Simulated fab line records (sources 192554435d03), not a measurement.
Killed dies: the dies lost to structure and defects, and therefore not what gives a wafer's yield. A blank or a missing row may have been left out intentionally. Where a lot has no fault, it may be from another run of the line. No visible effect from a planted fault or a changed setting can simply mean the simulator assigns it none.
fab line records | flow n5Finfet
[record] lots = 24 wafers = 72 lastDay = 18
route steps=1938 shown BEOL_M4@1085 BEOL_M5@1171 BEOL_M6@1210
lots untouched by any fault: they come from a run of this same line in which no faults occurred
startH: hours from the record's first day to the start of the lot's first wafer shown | waitH: how many hours have passed since the lot's step before this one | " identical to the entry in the row above | L1.1+2: a row that stands for several wafers | - value missing, or start not given | * or withheld: withheld | < > ~ a bound
route shown NAME@n: names a module that has steps shown in the file, with the first one's number in the route | usual: mean/standard deviation taken from wafers without a fault | same: alike in all rows | chamber/n: place in a boat | sites: per-site readings | _std_site: the values' standard deviation | _edge_site: outer sites' mean less inner sites' | radiusMm: for every site, how far away it sits from the centre of the wafer | mask NAME#n: copy n | behind: tool/chamber where the wafer was last shaped | hold: why the lot went on hold/how many hours it stayed there/how the hold came to an end | device: whichever transistor did not switch (one of n, p or np) | end of line: the tests these same wafers got at the end of their route | a step without rows: its recipe alone | killed: at the first sort, the dies lost to defects and structure; wafer yield is something else | map: dies across one wafer; x = killed, . = not, _ = none there
set.NAME: the run value of the setting; set.NAME@STEP: its run value at that earlier step | model.NAME: the simulator's own value behind a step, which no gauge read
route steps across a sampled set of lots; one table per step, one row per wafer
services: the hour from which a tool's chamber was out of use, counted from the record's first day as startH (under 0 if before that day), plus the number of hours and why
[[steps]]
[step N5_BEOL_M4_ANNEAL_49]
[recipe] tempC = 400 timeS = 240 ambient = vacuum
[usual] heaterPowerW = 807/110 susceptor_temp_C_max = 400.9/0.33
[same] timeS = 240
// columns lot.wafer tool chamber startH waitH heaterPowerW susceptor_temp_C_max
L074.1 pvdSputter-01 - 175.51 0.0 716 400.7
L074.2 " - " " 948 400.9
L074.3 " - " " 608 401.2
L075.1 pvdSputter-02 - 190.34 0.0 916 400.6
L075.5 " - " " 776 400.7
L075.6 " - " " 750 401.1
L077.1 pvdSputter-02 - 197.38 0.0 878 401.3
L077.5 " - " " 742 400.9
L077.6 " - " " 909 400.7
L076.1 pvdSputter-01 - 197.42 0.0 937 400.5
L076.3 " - " " 711 400.5
L076.4 " - " " 905 401.2
L078.3 pvdSputter-02 - 201.36 0.0 717 400.8
L078.4 " - " " 775 400.5
L078.6 " - " " 733 400.5
L079.2 pvdSputter-02 - 205.29 0.0 715 400.5
L079.3 " - " " 751 401.0
L079.4 " - " " 783 401.0
L080.1 pvdSputter-03 - 212.23 0.0 867 401.2
L080.3 " - " " 888 400.2
L080.5 " - " " 828 401.0
L081.1 pvdSputter-01 - 221.73 0.0 606 400.9
L081.4 " - " " 949 401.1
L081.6 " - " " 963 400.5
L083.2 pvdSputter-01 - 231.86 0.0 930 400.6
L083.5 " - " " 611 401.3
L083.6 " - " " 946 400.4
L082.1 pvdSputter-03 - 232.32 0.0 905 400.3
L082.4 " - " " 825 400.9
L082.5 " - " " 848 401.2
L084.1 pvdSputter-03 - 251.34 0.0 829 401.3
L084.4 " - " " 863 401.0
L084.5 " - " " 900 400.4
L085.1 pvdSputter-01 - 254.84 0.0 604 401.7
L085.4 " - " " 923 400.4
L085.6 " - " " 967 400.3
L086.1 pvdSputter-02 - 257.90 0.0 760 400.4
L086.4 " - " " 774 400.5
L086.5 " - " " 712 400.5
L087.3 pvdSputter-01 - 259.57 0.0 706 401.0
L087.4 " - " " 955 400.7
L087.6 " - " " 930 401.4
L089.1 pvdSputter-01 - 263.55 0.0 945 401.1
L089.2 " - " " 719 401.2
L089.4 " - " " 620 401.1
L088.1 pvdSputter-03 - 267.96 0.0 829 401.1
L088.2 " - " " 907 400.9
L088.6 " - " " 841 400.7
L090.1 pvdSputter-02 - 275.10 0.0 730 400.7
L090.2 " - " " 927 400.9
L090.3 " - " " 756 401.1
L092.1 pvdSputter-03 - 279.83 0.0 837 401.0
L092.2 " - " " 880 401.4
L092.3 " - " " 936 401.1
L091.1 pvdSputter-02 - 284.46 0.0 776 401.2
L091.4 " - " " 722 401.2
L091.6 " - " " 772 400.9
L094.1 pvdSputter-03 - 295.32 0.0 914 400.5
L094.4 " - " " 852 401.5
L094.6 " - " " 844 401.0
L093.3 pvdSputter-01 - 304.39 0.0 944 400.7
L093.4 " - " " 607 400.9
L093.6 " - " " 915 401.0
L095.2 pvdSputter-01 - 306.23 0.0 599 401.1
L095.3 " - " " 919 401.2
L095.6 " - " " 935 400.6
L096.1 pvdSputter-01 - 313.51 0.0 965 400.7
L096.2 " - " " 906 401.2
L096.5 " - " " 965 400.3
L097.1 pvdSputter-02 - 317.59 0.0 786 400.8
L097.4 " - " " 729 401.0
L097.6 " - " " 793 400.8
[step N5_BEOL_M5_PRE_CLEAN_45]
[recipe] gas = H2/He timeS = 30 tempC = 250
[usual] heaterPowerW = 323/41
[same] timeS = 30
// columns lot.wafer tool chamber startH waitH heaterPowerW
L074.1 pvdSputter-02 - 187.86 0.0 308
L074.2 " - " " 367
L074.3 " - " " 288
L075.1 pvdSputter-03 - 201.09 0.0 317
L075.5 " - " " 352
L075.6 " - " " 364
L076.1 pvdSputter-02 - 208.27 0.0 301
L076.3 " - " " 298
L076.4 " - " " 362
L077.1 pvdSputter-02 - 209.07 0.0 314
L077.5 " - " " 305
L077.6 " - " " 293
L078.3 pvdSputter-03 - 215.35 0.0 360
L078.4 " - " " 354
L078.6 " - " " 323
L079.2 pvdSputter-03 - 215.91 0.0 346
L079.3 " - " " 329
L079.4 " - " " 328
L080.1 pvdSputter-01 - 221.03 0.0 245
L080.3 " - " " 373
L080.5 " - " " 369
L081.1 pvdSputter-02 - 230.52 0.0 362
L081.4 " - " " 297
L081.6 " - " " 313
L083.2 pvdSputter-02 - 240.49 0.0 367
L083.5 " - " " 294
L083.6 " - " " 362
L082.1 pvdSputter-01 - 243.20 0.0 366
L082.4 " - " " 389
L082.5 " - " " 378
L084.1 pvdSputter-02 - 261.42 0.0 304
L084.4 " - " " 323
L084.5 " - " " 287
L085.1 pvdSputter-01 - 266.15 0.0 378
L085.4 " - " " 249
L085.6 " - " " 282
L086.1 pvdSputter-01 - 266.23 0.0 367
L086.4 " - " " 292
L086.5 " - " " 379
L087.3 pvdSputter-01 - 271.89 0.0 382
L087.4 " - " " 290
L087.6 " - " " 246
L089.1 pvdSputter-02 - 273.84 0.0 320
L089.2 " - " " 309
L089.4 " - " " 366
L088.1 pvdSputter-01 - 278.46 0.0 287
L088.2 " - " " 379
L088.6 " - " " 378
L090.1 pvdSputter-01 - 288.10 0.0 254
L090.2 " - " " 368
L090.3 " - " " 287
L092.1 pvdSputter-03 - 291.63 0.0 342
L092.2 " - " " 352
L092.3 " - " " 331
L091.1 pvdSputter-01 - 297.26 0.0 367
L091.4 " - " " 284
L091.6 " - " " 369
L094.1 pvdSputter-02 - 310.56 0.0 302
L094.4 " - " " 287
L094.6 " - " " 304
L095.2 pvdSputter-02 - 316.75 0.0 306
L095.3 " - " " 294
L095.6 " - " " 305
L093.3 pvdSputter-02 - 316.83 0.0 318
L093.4 " - " " 301
L093.6 " - " " 357
L096.1 pvdSputter-01 - 324.96 0.0 249
L096.2 " - " " 387
L096.5 " - " " 366
L097.1 pvdSputter-02 - 325.69 0.0 317
L097.4 " - " " 290
L097.6 " - " " 314
[step N5_BEOL_M6_DESCUM_16]
[recipe] chemistry = O2 timeS = 7.9 sourcePowerW = 50 biasPowerW = 20 pressureMtorr = 20 rfFrequencyHz = 2.712e+07 tempC = 40 resist = CAR-ArF o2FlowSccm = 225
[usual] drypumpMotorCurrentA = 5.8/0.34 oesProductAu = 0.80/0.077 rfVppV = 242.9/1.5 showerheadPlenumPTorr = 2.08/0.076 tempC = 40.00/0.11 throttleValvePct = 20.41/0.27
[same] timeS = 7.9
// columns lot.wafer tool chamber startH waitH drypumpMotorCurrentA oesProductAu rfHoursCounterH rfVppV showerheadPlenumPTorr tempC throttleValvePct
L074.1 rieDiel-04 2 196.75 0.6 5.5 0.75 186 243.9 2.15 40.12 20.77
L074.2 " 1 " " 6.2 0.85 44 244.3 2.21 40.06 20.33
L074.3 " 0 " " 5.5 0.84 80 242.0 2.04 40.02 20.11
L075.1 rieDiel-04 0 210.80 0.0 5.5 0.84 84 241.9 2.03 40.14 20.12
L075.5 " 2 " " 5.6 0.74 - 244.1 2.15 39.99 20.78
L075.6 " 3 " " 5.7 0.83 - 245.2 2.21 40.02 20.53
L077.1 rieDiel-03 0 216.94 0.0 5.1 0.93 13 243.6 2.04 39.80 20.24
L077.5 " 0 " " 5.1 0.93 - 243.8 2.04 40.08 20.23
L077.6 " 3 " " 6.0 0.75 - 241.4 2.00 40.13 20.60
L076.1 rieDiel-04 0 221.07 0.0 5.5 0.83 88 241.6 2.03 40.16 20.13
L076.3 " 1 " " 6.2 0.84 49 244.5 2.21 39.97 20.33
L076.4 " 2 " " 5.6 0.74 194 244.0 2.15 40.03 20.78
L078.3 rieDiel-03 1 224.40 0.0 6.3 0.91 25 242.9 2.04 39.95 20.01
L078.4 " 0 " " 5.1 0.92 - 241.1 2.04 40.10 20.24
L078.6 " 1 " " 6.4 0.92 - 241.3 2.04 40.07 19.99
L079.2 rieDiel-03 0 226.15 0.0 5.1 0.92 17 242.0 2.04 40.21 20.25
L079.3 " 3 " " 5.9 0.74 181 242.5 2.00 39.86 20.63
L079.4 " 1 " " 6.3 0.91 - 243.7 2.04 40.06 20.01
L080.1 rieDiel-04 1 229.18 0.0 6.2 0.84 53 244.5 2.21 40.11 20.33
L080.3 " 2 " " 5.6 0.73 197 244.4 2.15 40.12 20.78
L080.5 " 2 " " 5.6 0.74 - 242.7 2.15 40.05 20.79
L081.1 rieDiel-01 2 239.97 0.0 6.2 0.69 227 242.8 2.07 39.83 20.40
L081.4 " 0 " " 6.1 0.79 118 243.0 2.02 40.03 20.19
L081.6 " 1 " " 6.0 0.67 - 241.2 2.06 39.75 20.57
L083.2 rieDiel-03 1 251.22 0.7 6.3 0.89 36 243.2 2.04 39.83 20.03
L083.5 " 2 " " 5.5 0.74 - 244.7 2.18 39.85 20.88
L083.6 " 1 " " 6.3 0.89 - 241.8 2.04 39.95 20.03
L082.1 rieDiel-03 2 252.06 1.1 5.5 0.74 169 243.7 2.18 40.14 20.88
L082.4 " 1 " " 6.4 0.88 37 240.0 2.04 40.06 20.02
L082.5 " 3 " " 5.9 0.73 - 241.7 1.99 39.96 20.64
L084.1 rieDiel-01 0 271.28 0.4 6.1 0.78 134 241.6 2.02 40.07 20.20
L084.4 " 1 " " 5.9 0.94 4 243.0 2.06 39.99 20.17
L084.5 " 0 " " 6.0 0.78 - 240.7 2.02 40.08 20.21
L085.1 rieDiel-04 3 274.68 0.3 5.7 0.81 70 245.3 2.21 39.99 20.55
L085.4 " 0 " " 5.5 0.82 102 241.6 2.03 40.01 20.16
L085.6 " 1 " " 6.2 0.83 - 245.4 2.20 39.95 20.34
L086.1 rieDiel-01 0 274.78 0.2 6.1 0.78 136 241.8 2.02 39.97 20.22
L086.4 " 2 " " 6.2 0.68 245 241.0 2.07 40.11 20.43
L086.5 " 2 " " 6.2 0.68 - 241.6 2.07 40.02 20.44
L087.3 rieDiel-01 2 280.17 0.1 6.1 0.68 246 242.4 2.07 40.02 20.43
L087.4 " 1 " " 6.0 0.94 8 245.0 2.06 40.02 20.17
L087.6 " 3 " " 5.7 0.74 - 240.4 2.00 39.89 20.71
L089.1 rieDiel-01 1 283.23 0.2 6.0 0.94 8 241.6 2.06 40.13 20.16
L089.2 " 3 " " 5.8 0.74 161 242.0 2.00 39.83 20.70
L089.4 " 2 " " 6.2 0.68 247 240.9 2.07 40.01 20.43
L088.1 rieDiel-03 3 287.66 0.4 5.9 0.72 205 240.9 1.99 39.93 20.66
L088.2 " 2 " " 5.5 0.72 182 243.1 2.18 40.07 20.90
L088.6 " 1 " " 6.3 0.87 - 242.6 2.03 40.06 20.06
L090.1 rieDiel-04 2 297.86 0.0 5.6 0.73 217 244.4 2.14 39.80 20.82
L090.2 " 3 " " 5.7 0.80 77 245.6 2.21 39.98 20.56
L090.3 " 1 " " 6.2 0.82 73 244.6 2.20 39.99 20.36
L092.1 rieDiel-04 1 303.36 0.4 6.2 0.82 73 244.5 2.20 40.09 20.36
L092.2 " 2 " " 5.6 0.72 218 242.7 2.14 40.20 20.81
L092.3 " 0 " " 5.5 0.81 110 242.3 2.03 40.01 20.17
L091.1 rieDiel-04 2 305.34 0.0 5.6 0.73 219 242.8 2.14 40.01 20.81
L091.4 " 3 " " 5.7 0.79 78 245.1 2.20 40.19 20.55
L091.6 " 1 " " 6.2 0.81 - 244.2 2.20 39.91 20.37
L094.1 rieDiel-01 1 322.09 0.0 5.9 0.89 24 240.6 2.06 40.05 20.20
L094.4 " 3 " " 5.8 0.73 176 241.8 2.00 39.82 20.71
L094.6 " 3 " " 5.8 0.73 - 241.5 2.00 39.95 20.73
L095.2 rieDiel-01 2 325.19 0.0 6.2 0.96 4 243.5 2.06 39.95 20.08
L095.3 " 0 " " 6.0 0.77 155 241.4 2.01 39.92 20.24
L095.6 " 2 " " 6.2 0.96 - 243.8 2.06 39.81 20.08
L093.3 rieDiel-01 1 329.83 0.3 5.9 0.89 26 243.4 2.05 39.94 20.19
L093.4 " 2 " " 6.2 0.96 6 241.4 2.06 39.90 20.08
L093.6 " 1 " " 5.9 0.90 - 242.3 2.05 39.90 20.19
L096.1 rieDiel-03 3 333.81 0.0 5.9 0.71 221 240.7 1.98 40.02 20.69
L096.2 " 1 " " 6.3 0.85 67 241.3 2.03 40.08 20.08
L096.5 " 2 " " 5.5 0.72 - 244.1 2.17 40.05 20.92
L097.1 rieDiel-04 3 336.35 0.0 5.7 0.78 90 245.0 2.20 40.12 20.57
L097.4 " 0 " " 5.5 0.79 122 242.2 2.02 39.99 20.16
L097.6 " 1 " " 6.1 0.80 - 244.2 2.19 39.99 20.38
[step N5_BEOL_M6_STRIP_67]
[recipe] chemistry = CF4 resist = SiARC powerW = 300 biasPowerW = 75 pressureMtorr = 50 cf4FlowSccm = 150 rfFrequencyHz = 6e+07
[usual] drypumpMotorCurrentA = 5.8/0.34 oesProductAu = 0.80/0.072 rfVppV = 270.8/1.6 showerheadPlenumPTorr = 1.79/0.062 throttleValvePct = 13.57/0.3
// columns lot.wafer tool chamber startH waitH drypumpMotorCurrentA oesProductAu rfHoursCounterH rfVppV showerheadPlenumPTorr throttleValvePct
L074.1 rieDiel-04 2 196.98 0.0 5.6 0.75 186 272.6 1.85 14.02
L074.2 " 1 " " 6.2 0.85 44 274.6 1.89 13.45
L074.3 " 0 " " 5.5 0.84 80 271.0 1.75 13.29
L075.1 rieDiel-04 0 211.04 0.0 5.5 0.82 84 270.8 1.75 13.29
L075.5 " 2 " " 5.6 0.74 - 272.1 1.85 14.04
L075.6 " 3 " " 5.6 0.83 - 273.2 1.89 13.62
L077.1 rieDiel-03 0 217.17 0.0 5.1 0.92 13 270.6 1.76 13.37
L077.5 " 0 " " 5.1 0.91 - 270.6 1.77 13.37
L077.6 " 3 " " 5.9 0.75 - 268.3 1.73 13.85
L076.1 rieDiel-04 0 221.31 0.0 5.5 0.83 88 269.4 1.75 13.30
L076.3 " 1 " " 6.1 0.84 49 272.0 1.89 13.45
L076.4 " 2 " " 5.6 0.75 194 272.7 1.85 14.05
L078.3 rieDiel-03 1 224.63 0.0 6.3 0.90 25 270.7 1.76 13.18
L078.4 " 0 " " 5.0 0.91 - 269.9 1.76 13.37
L078.6 " 1 " " 6.4 0.90 - 269.2 1.76 13.18
L079.2 rieDiel-03 0 226.39 0.0 5.1 0.91 18 269.3 1.76 13.39
L079.3 " 3 " " 5.9 0.75 182 270.6 1.73 13.84
L079.4 " 1 " " 6.3 0.90 - 269.8 1.76 13.17
L080.1 rieDiel-04 1 229.42 0.0 6.2 0.84 53 272.2 1.89 13.46
L080.3 " 2 " " 5.6 0.74 197 273.6 1.85 14.03
L080.5 " 2 " " 5.6 0.74 - 271.9 1.85 14.05
L081.1 rieDiel-01 2 240.20 0.0 6.2 0.70 227 269.9 1.77 13.59
L081.4 " 0 " " 6.0 0.80 118 268.4 1.73 13.30
L081.6 " 1 " " 6.0 0.67 - 271.7 1.77 13.79
L083.2 rieDiel-03 1 251.46 0.0 6.3 0.88 36 270.5 1.76 13.20
L083.5 " 2 " " 5.5 0.75 - 272.4 1.86 13.94
L083.6 " 1 " " 6.3 0.88 - 270.2 1.76 13.21
L082.1 rieDiel-03 2 252.30 0.0 5.5 0.75 169 271.8 1.86 13.95
L082.4 " 1 " " 6.3 0.87 37 271.6 1.76 13.21
L082.5 " 3 " " 5.9 0.74 - 268.9 1.72 13.87
L084.1 rieDiel-01 0 271.51 0.0 6.1 0.79 134 269.4 1.73 13.34
L084.4 " 1 " " 6.0 0.95 5 270.1 1.77 13.22
L084.5 " 0 " " 6.1 0.79 - 268.7 1.73 13.35
L085.1 rieDiel-04 3 274.92 0.0 5.6 0.80 70 273.4 1.89 13.65
L085.4 " 0 " " 5.5 0.81 102 270.4 1.74 13.33
L085.6 " 1 " " 6.2 0.82 - 271.8 1.89 13.48
L086.1 rieDiel-01 0 275.02 0.0 6.0 0.79 136 270.0 1.73 13.35
L086.4 " 2 " " 6.2 0.69 245 271.7 1.76 13.62
L086.5 " 2 " " 6.2 0.68 - 269.9 1.76 13.63
L087.3 rieDiel-01 2 280.41 0.0 6.2 0.68 246 271.0 1.76 13.63
L087.4 " 1 " " 5.9 0.93 8 270.3 1.76 13.23
L087.6 " 3 " " 5.7 0.74 - 270.1 1.73 13.84
L089.1 rieDiel-01 1 283.47 0.0 6.0 0.93 8 270.8 1.76 13.23
L089.2 " 3 " " 5.7 0.74 161 268.2 1.73 13.85
L089.4 " 2 " " 6.2 0.69 248 270.0 1.76 13.63
L088.1 rieDiel-03 3 287.90 0.0 5.9 0.73 205 267.9 1.72 13.91
L088.2 " 2 " " 5.5 0.74 183 272.0 1.85 13.99
L088.6 " 1 " " 6.3 0.86 - 267.1 1.75 13.22
L090.1 rieDiel-04 2 298.10 0.0 5.6 0.72 217 272.1 1.85 14.07
L090.2 " 3 " " 5.7 0.80 77 274.0 1.89 13.64
L090.3 " 1 " " 6.2 0.82 73 270.2 1.89 13.51
L092.1 rieDiel-04 1 303.60 0.0 6.2 0.82 73 273.9 1.89 13.52
L092.2 " 2 " " 5.6 0.72 218 271.2 1.84 14.09
L092.3 " 0 " " 5.5 0.81 110 268.7 1.74 13.35
L091.1 rieDiel-04 2 305.58 0.0 5.6 0.72 219 271.7 1.84 14.11
L091.4 " 3 " " 5.7 0.79 78 272.5 1.89 13.66
L091.6 " 1 " " 6.2 0.81 - 273.3 1.89 13.51
L094.1 rieDiel-01 1 322.33 0.0 5.9 0.89 24 270.0 1.76 13.29
L094.4 " 3 " " 5.7 0.72 177 268.8 1.73 13.90
L094.6 " 3 " " 5.7 0.73 - 272.3 1.73 13.91
L095.2 rieDiel-01 2 325.42 0.0 6.2 0.95 4 270.5 1.76 13.09
L095.3 " 0 " " 6.1 0.78 155 269.0 1.72 13.39
L095.6 " 2 " " 6.2 0.97 - 270.4 1.76 13.09
L093.3 rieDiel-01 1 330.07 0.0 6.0 0.90 26 270.8 1.76 13.27
L093.4 " 2 " " 6.2 0.95 6 270.6 1.76 13.09
L093.6 " 1 " " 5.9 0.89 - 270.6 1.76 13.26
L096.1 rieDiel-03 3 334.05 0.0 5.9 0.72 221 268.5 1.72 13.93
L096.2 " 1 " " 6.3 0.84 67 270.2 1.75 13.25
L096.5 " 2 " " 5.5 0.73 - 274.4 1.85 14.02
L097.1 rieDiel-04 3 336.58 0.0 5.6 0.79 90 273.9 1.88 13.69
L097.4 " 0 " " 5.5 0.79 122 271.3 1.74 13.37
L097.6 " 1 " " 6.2 0.80 - 272.2 1.88 13.54
[step N5_BEOL_M6_CD_MEAS_28]
[recipe] targetCdNm = 40 landingEnergyEv = 500 detector = seInlens
[usual] cdNm = 39.98/0.25
// columns lot.wafer tool chamber startH waitH cdNm
L074.1 cdSem-02 0 199.21 - 40.39
L074.2 " 0 " " 39.89
L074.3 " 0 " " 39.68
L075.1 cdSem-02 0 214.35 - 39.84
L075.5 " 0 " " 39.84
L075.6 " 0 " " 40.12
L077.1 cdSem-03 0 217.71 - 39.93
L077.5 " 0 " " 40.33
L077.6 " 0 " " 40.10
L076.1 cdSem-03 0 223.35 - 39.89
L076.3 " 0 " " 40.00
L076.4 " 0 " " 39.93
L078.3 cdSem-02 0 225.19 - 40.34
L078.4 " 0 " " 40.42
L078.6 " 0 " " 40.15
L079.2 cdSem-02 0 228.36 - 39.77
L079.3 " 0 " " 39.70
L079.4 " 0 " " 40.36
L080.1 cdSem-01 0 230.07 - 40.17
L080.3 " 0 " " 39.88
L080.5 " 0 " " 39.75
L081.1 cdSem-03 0 241.72 - 40.30
L081.4 " 0 " " 39.49
L081.6 " 0 " " 39.79
L083.2 cdSem-01 0 252.57 - 39.92
L083.5 " 0 " " 39.81
L083.6 " 0 " " 40.07
L082.1 cdSem-03 0 253.00 - 40.05
L082.4 " 0 " " 39.84
L082.5 " 0 " " 40.28
L084.1 cdSem-01 0 272.18 - 40.18
L084.4 " 0 " " 40.39
L084.5 " 0 " " 40.32
L086.1 cdSem-02 0 276.97 - 39.60
L086.4 " 0 " " 40.11
L086.5 " 0 " " 39.72
L085.1 cdSem-03 0 277.15 - 39.92
L085.4 " 0 " " 39.75
L085.6 " 0 " " 39.91
L087.3 cdSem-03 0 281.55 - 40.06
L087.4 " 0 " " 39.93
L087.6 " 0 " " 39.83
L089.1 cdSem-03 0 285.75 - 40.18
L089.2 " 0 " " 40.22
L089.4 " 0 " " 39.97
L088.1 cdSem-02 0 288.89 - 40.07
L088.2 " 0 " " 39.79
L088.6 " 0 " " 40.29
L090.1 cdSem-01 0 301.93 - 39.80
L090.2 " 0 " " 40.19
L090.3 " 0 " " 39.96
L092.1 cdSem-02 0 305.83 - 39.86
L092.2 " 0 " " 39.83
L092.3 " 0 " " 40.15
L091.1 cdSem-02 0 306.23 - 40.18
L091.4 " 0 " " 39.85
L091.6 " 0 " " 39.69
L094.1 cdSem-02 0 323.08 - 39.56
L094.4 " 0 " " 39.68
L094.6 " 0 " " 40.34
L095.2 cdSem-01 0 328.57 - 39.94
L095.3 " 0 " " 39.86
L095.6 " 0 " " 40.45
L093.3 cdSem-02 0 330.73 - 40.12
L093.4 " 0 " " 40.07
L093.6 " 0 " " 39.94
L096.1 cdSem-01 0 334.71 - 39.77
L096.2 " 0 " " 39.60
L096.5 " 0 " " 39.96
L097.1 cdSem-02 0 338.46 - 40.04
L097.4 " 0 " " 40.28
L097.6 " 0 " " 39.92
[step N5_BEOL_M6_PRE_CLEAN_45]
[recipe] gas = H2/He timeS = 30 tempC = 250
[usual] heaterPowerW = 328/40
[same] timeS = 30
// columns lot.wafer tool chamber startH waitH heaterPowerW
L074.1 pvdSputter-03 - 200.85 0.0 332
L074.2 " - " " 338
L074.3 " - " " 355
L075.1 pvdSputter-01 - 215.76 0.0 249
L075.5 " - " " 375
L075.6 " - " " 253
L077.1 pvdSputter-02 - 219.75 0.0 288
L077.5 " - " " 369
L077.6 " - " " 293
L076.1 pvdSputter-03 - 224.64 0.0 337
L076.3 " - " " 366
L076.4 " - " " 347
L078.3 pvdSputter-03 - 226.30 0.0 351
L078.4 " - " " 330
L078.6 " - " " 341
L079.2 pvdSputter-02 - 230.44 0.0 301
L079.3 " - " " 290
L079.4 " - " " 316
L080.1 pvdSputter-01 - 231.36 0.0 391
L080.3 " - " " 251
L080.5 " - " " 288
L081.1 pvdSputter-01 - 243.58 0.0 249
L081.4 " - " " 284
L081.6 " - " " 247
L083.2 pvdSputter-02 - 256.36 0.0 291
L083.5 " - " " 299
L083.6 " - " " 363
L082.1 pvdSputter-02 - 256.52 0.0 366
L082.4 " - " " 280
L082.5 " - " " 295
L084.1 pvdSputter-03 - 273.90 0.0 350
L084.4 " - " " 327
L084.5 " - " " 332
L086.1 pvdSputter-01 - 278.38 0.0 290
L086.4 " - " " 383
L086.5 " - " " 242
L085.1 pvdSputter-03 - 278.87 0.0 336
L085.4 " - " " 363
L085.6 " - " " 330
L087.3 pvdSputter-02 - 283.38 0.0 318
L087.4 " - " " 363
L087.6 " - " " 369
L089.1 pvdSputter-03 - 287.37 0.0 364
L089.2 " - " " 345
L089.4 " - " " 326
L088.1 pvdSputter-01 - 293.43 0.0 363
L088.2 " - " " 245
L088.6 " - " " 289
L090.1 pvdSputter-01 - 303.56 0.0 249
L090.2 " - " " 291
L090.3 " - " " 374
L092.1 pvdSputter-03 - 307.26 0.0 337
L092.2 " - " " 328
L092.3 " - " " 356
L091.1 pvdSputter-02 - 307.72 0.0 318
L091.4 " - " " 308
L091.6 " - " " 298
L094.1 pvdSputter-01 - 324.87 0.0 284
L094.4 " - " " 253
L094.6 " - " " 247
L095.2 pvdSputter-02 - 330.31 0.0 357
L095.3 " - " " 317
L095.6 " - " " 365
L093.3 pvdSputter-03 - 332.22 0.0 327
L093.4 " - " " 352
L093.6 " - " " 351
L096.1 pvdSputter-02 - 336.11 0.0 316
L096.2 " - " " 365
L096.5 " - " " 282
L097.1 pvdSputter-01 - 339.62 0.0 295
L097.4 " - " " 369
L097.6 " - " " 387
[[services]]
// columns tool chamber startH hours kind
rieDiel-04 1 154.12 31.9 repair
rieDiel-03 0 160.31 - clean
rieDiel-03 0 160.31 - consumableReplace:focusRing
rieDiel-03 0 160.31 19.5 scheduledDown
rieDiel-03 0 160.31 19.5 ventCycle
rieDiel-01 1 203.47 7.2 repair
rieDiel-04 1 209.09 6.8 repair
rieDiel-03 2 212.85 15.3 repair
rieDiel-04 - 240.08 14.6 pm
rieDiel-01 1 244.09 - clean
rieDiel-01 1 244.09 - consumableReplace:focusRing
rieDiel-01 1 244.09 13.9 scheduledDown
rieDiel-01 1 244.09 13.9 ventCycle
pvdSputter-03 - 271.86 1.3 repair
rieDiel-01 2 290.57 - clean
rieDiel-01 2 290.57 - consumableReplace:focusRing
rieDiel-01 2 290.57 21.6 scheduledDown
rieDiel-01 2 290.57 21.6 ventCycle
[[key]]
fault none
